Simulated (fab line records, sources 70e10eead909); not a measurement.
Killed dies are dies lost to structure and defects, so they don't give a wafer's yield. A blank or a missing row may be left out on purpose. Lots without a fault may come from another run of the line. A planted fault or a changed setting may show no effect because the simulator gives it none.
Chamber matching | flow nand_harc | NHARC_P_M1_PRE_CLEAN_32 on pecvd-03: 3 sister chambers
The step time 12 s. 3 wafers are shown with their chamber, then 8 later ones without.

WAFERS WITH THEIR CHAMBER
wafer  | chamber | heater_power_w (W)
L088.2 | 2       | 545
L088.4 | 1       | 692
L089.4 | 0       | 630

WAFERS WITHOUT THEIR CHAMBER
wafer  | heater_power_w (W)
L089.5 | 687
L089.6 | 586
L091.1 | 646
L091.2 | 569
L091.6 | 579
L097.1 | 691
L097.2 | 667
L097.5 | 678

WHICH CHAMBER EACH WENT THROUGH
wafer  | from the rows above     | in truth
L089.5 | 1                       | 1
L089.6 | can't be placed: 2 or 0 | 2
L091.1 | can't be placed: 0 or 1 | 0
L091.2 | can't be placed: 2 or 0 | 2
L091.6 | can't be placed: 2 or 0 | 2
L097.1 | 1                       | 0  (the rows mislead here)
L097.2 | can't be placed: 1 or 0 | 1
L097.5 | can't be placed: 1 or 0 | 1
Placed correctly: 1 of 8. Can't be placed from these rows: 6 (the true chamber is among the candidates in 6). Placed wrongly: 1.
How it was worked out, from the rows above alone: a wafer's distance from a chamber is the root of the sum, over the readings, of the square of ((its reading less the chamber's mean) divided by the reading's scatter). The wafer belongs to the nearest chamber; if the next one is less than 2 further off, it can't be placed. A chamber's mean is the mean of its shown wafers. The scatter: with one shown wafer a chamber, the root of the mean of the squares of how far each hidden wafer lies from its nearest shown one.
